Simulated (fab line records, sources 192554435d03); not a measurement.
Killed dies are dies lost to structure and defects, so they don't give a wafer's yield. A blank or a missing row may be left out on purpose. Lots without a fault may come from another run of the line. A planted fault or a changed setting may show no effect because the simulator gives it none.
Problem report in the 8D (eight disciplines) form, filled by code | flow n5_finfet | the parts of the form that need people (team, actions taken, sign-off) are left out

1. THE PROBLEM
etch_rf_on_time_s at N5_BEOL_M2_ETCH_63 reads a mean of 19.7 s on 4 wafers of 3 lots; wafers without a fault read 25.8 s with a standard deviation of 0.45. That is -14 standard deviations from the usual mean.
The step: etches SiARC in CF4, target depth 15.6 nm, time 26 s.
First seen on wafer L233.3, day 11 02:56, on rie_diel-02. The record holds 26 wafers of 9 lots with a number at this step. Rule for "out", or "out of limits": more than 4 standard deviations from the usual mean. The other wafers with a number count as sound.

2. WHAT IT IS AND WHAT IT IS NOT
question                    | is                             | is not
which readings at this step | etch_rf_on_time_s              | drypump_motor_current_A, rf_vpp_V, showerhead_plenum_p_Torr, throttle_valve_pct
which lots                  | L233, L234, L235               | L217, L226, L228, L230, L232, L236
which wafers of those lots  | L233.3, L233.4, L234.4, L235.3 | L233.1, L234.2, L234.5, L235.1, L235.2
read on which tools         | rie_diel-02                    | rie_diel-05
when                        | from day 11 02:56              | up to then (15 sound wafers); but 7 sound wafers of L234, L235, L236 came after

3. SUSPECTS, AND WHAT RULES EACH OUT
Counting: a tool at a process step up to the reading stays a suspect if it ran every lot that is out. Sound lots after the first of them don't rule it out here, since some wafers of a struck lot are sound.
- rie_diel-02 at N5_BEOL_M2_ETCH_63 (etches SiARC in CF4, target depth 15.6 nm, time 26 s): kept. It ran every lot that is out, first L233 (day 11 02:56); its last sound lot up to then is L230 (day 10 08:12). Its own readings are out on those wafers: etch_rf_on_time_s.
Left after counting: rie_diel-02 at N5_BEOL_M2_ETCH_63.

4. THE CAUSE (what the simulator had put in)
Process parameter drift: rie_diel-02, from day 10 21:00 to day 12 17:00, at N5_BEOL_M2_ETCH_63. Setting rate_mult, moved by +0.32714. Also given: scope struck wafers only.
Counting left only this tool.

5. THE CHAIN OF EFFECTS, in route order
Each row: a reading whose mean over the struck wafers that have a number lies more than 3 standard deviations from the usual. Only readings for which the record gives a usual standard deviation are gone through. hours: the time from each lot's start at the first step in this table that gives one to its start at this step, as a median over the lots. sigmas: the change in usual standard deviations.
hours | step               | reading           | usual  | on struck wafers | change | sigmas
0     | N5_BEOL_M2_ETCH_63 | etch_rf_on_time_s | 25.8 s | 19.7             | -6.1   | -14
The process steps in it:
- N5_BEOL_M2_ETCH_63: etches SiARC in CF4, target depth 15.6 nm, time 26 s.
Later measuring or inspecting steps at which every struck wafer that the step has a row for has a number for every such reading, and none has moved that far: N5_BEOL_M4_RC_MEAS_101.

6. WHAT WOULD HAVE CAUGHT IT SOONER
In this record the first reading out of limits was taken at day 11 02:56, 6 hours after the fault began at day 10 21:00.
